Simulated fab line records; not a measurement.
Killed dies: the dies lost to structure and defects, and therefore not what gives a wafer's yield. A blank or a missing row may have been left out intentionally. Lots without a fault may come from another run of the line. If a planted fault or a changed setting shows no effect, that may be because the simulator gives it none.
Struck lot and sound lot, side by side :: flow n5_finfet :: 36 out of 1938 route steps
Sound: the wafers L877.1, L877.3, L877.4. Struck: wafer L889.6 (left out: L889.2, L889.5 of the same lot, which were not struck); the cause appears at the end.
Per side, at each step with rows, come the tool, then ch with its chambers, and then its first start. Under that, the readings that differ: sound wafers :: struck wafers :: difference of the means :: sigmas: that difference in standard deviations of wafers without a fault.
alike: same words and numbers on both sides, and readings whose means sit less than 2 such deviations apart. not compared: any withheld reading, any reading some wafer has no value for, any bound like >300 that may hide the same value, and any number with overlapping values for which the record gives no deviation.
Wherever a step has rows on one side only, a row that says differs or no value, or a row with sigmas, the two part there. Numbers that don't overlap but have no deviation are shown without sigmas and don't part them. Lack of a reading on every wafer of one side parts them only where that side has two or more wafers.

first, 10 steps without rows for these wafers: N5_FIN_SAQP_DESCUM_21 (chemistry O2, time 7.9 s); N5_FIN_SAQP_ETCH_51 (etches SiARC in CF4, target depth 45.5 nm, time 75.8 s); N5_FIN_SAQP_ETCH_52 (etches SOC in N2/H2, target depth 100 nm, overetch 20 nm, time 150 s); N5_FIN_SAQP_STRIP_53 (strips in N2/H2); N5_FIN_SAQP_HM_OPEN_73 (chemistry CHF3/O2, target SiO2, stops on a-Si, target depth 12 nm, time 16.8 s); N5_FIN_SAQP_STRIP_74 (strips in CHF3/O2); N5_FIN_SAQP_MANDREL_ETCH_22 (etches a-Si in HBr/Cl2, stops on SiNx, target depth 60 nm, bt time 10 s, time 30 s); N5_FIN_SAQP_STRIP_55 (strips in N2/H2); N5_FIN_SAQP_STRIP_23 (strips in SPM, time 750 s); N5_FIN_SAQP_SRD_66 (time 30 s).
N5_FIN_SAQP_RECESS_75: chemistry HF/NH3, target SiO2, target depth 14.4 nm, afs cycles 3, sublimation time 60 s.
  sound on vapor_etch-01 ch 0,1, day 2 10:38; struck on vapor_etch-01 ch 0, day 5 10:28
  alike: drypump_motor_current_A
then, 23 steps without rows for these wafers: N5_FIN_SAQP_SPACER1_ALD_24 (deposits SiO2, target thk 20.3 nm, pulse time 1 s, purge time 2 s); N5_FIN_SAQP_SPACER1_ETCHBACK_25 (etches SiO2 in CHF3/O2, target depth 24.4 nm, time 12.2 s); N5_FIN_SAQP_MANDREL1_REMOVE_56 (chemistry HBr/Cl2/O2, target a-Si, stops on SiNx, bt time 10 s); N5_FIN_SAQP_ETCH_57 (etches SiNx in CH3F/O2, target depth 32.5 nm, time 46.4 s); N5_FIN_SAQP_ETCH_65 (etches SiO2 in CF4, target depth 4 nm, time 4.4 s); N5_FIN_SAQP_MANDREL_ETCH_58 (etches a-Si in HBr/Cl2, stops on SiNx, target depth 45 nm, bt time 10 s, time 27 s); N5_FIN_SAQP_RECESS_63 (chemistry HF/NH3, target SiO2, target depth 18 nm, afs cycles 3, sublimation time 60 s); N5_FIN_SAQP_COAT_68 (time 60 s, resist thk 100 nm); N5_FIN_SAQP_ETCH_69 (etches SOC in N2/H2, stops on SiNx, target depth 150 nm); N5_FIN_SAQP_ETCH_67 (etches SiNx in CH3F/O2, target depth 30 nm); N5_FIN_SAQP_STRIP_70 (strips in N2/H2); N5_FIN_SAQP_RECESS_71 (chemistry HF/NH3, target SiO2, target depth 3 nm, afs cycles 1, sublimation time 60 s); N5_FIN_SAQP_SPACER2_ALD_28 (deposits SiO2, target thk 8.1 nm, pulse time 1 s, purge time 2 s); N5_FIN_SAQP_SPACER2_ETCHBACK_29 (etches SiO2 in CHF3/O2, target depth 12.2 nm, time 6.1 s); N5_FIN_SAQP_MANDREL2_REMOVE_60 (chemistry HBr/Cl2/O2, target a-Si, stops on SiNx, bt time 10 s); N5_FIN_SAQP_HM_OPEN_33 (chemistry CH3F/O2, target SiNx, target depth 49.4 nm, time 70.6 s); N5_FIN_SAQP_ETCH_34 (etches SiO2 in C4F6/O2, target depth 45 nm, time 15 s); N5_FIN_SAQP_STRIP_77 (strips in N2/H2, time 90 s); N5_FIN_SAQP_ETCH_64 (etches SiO2 in CF4, target depth 1.5 nm); N5_FIN_SAQP_FIN_ETCH_36 (etches the open film in HBr/Cl2/O2, target depth 120 nm, time 50.4 s); N5_FIN_SAQP_PRECLEAN_38 (cleans in O3/DIW, time 45 s); N5_FIN_SAQP_PRECLEAN_45 (cleans in dHF, time 10 s); N5_FIN_SAQP_SRD_39 (time 30 s).
-- the record jumps here: 6 days lie between the struck wafers' starts before and after (it left off in module FIN_SAQP and takes up again in module BEOL_M4, whose first step shown is number 1111 of the route) --
N5_BEOL_M4_RC_MEAS_101:
  sound on prober-01 ch 0, day 8 02:11; struck on prober-01 ch 0, day 11 15:24
reading: DIBL_N (mV/V)
sound: 34.6 33.8 35.7
struck: 38.3
difference: +3.6
sigmas: +2

reading: DIBL_P (mV/V)
sound: 34.5 33.2 35.9
struck: 40.2
difference: +5.7
sigmas: +3

reading: IOFF_N (nA/um)
sound: 0.125 0.115 0.150
struck: 0.207
difference: +0.077
sigmas: +3

reading: IOFF_P (nA/um)
sound: 0.17 0.16 0.20
struck: 0.32
difference: +0.14
sigmas: +4

reading: ION_N (uA/um)
sound: 661 659 672
struck: 690
difference: +26
sigmas: +2

reading: ION_P (uA/um)
sound: 456 455 460
struck: 483
difference: +26
sigmas: +3

reading: VT_N (mV)
sound: 255.4 254.6 250.0
struck: 246.2
difference: -7.1
sigmas: -2

reading: VT_P (mV)
sound: -257 -254 -252
struck: -244
difference: +10
sigmas: +3
  alike: SS_N, SS_P
-- a jump in the record: the struck wafers' starts before and after are 4 days apart (it breaks off in module BEOL_M4 and resumes in module PASSIVATION, where the first step shown is number 1936 of the route) --
N5_PASSIVATION_PROBE_49:
  record: rows for the struck wafers here (prober-01, day 16 02:32), none for the sound ones

== WHERE THEY PART ==
First at N5_BEOL_M4_RC_MEAS_101; last, within this record, at N5_PASSIVATION_PROBE_49.

WHY: the cause the simulator had injected
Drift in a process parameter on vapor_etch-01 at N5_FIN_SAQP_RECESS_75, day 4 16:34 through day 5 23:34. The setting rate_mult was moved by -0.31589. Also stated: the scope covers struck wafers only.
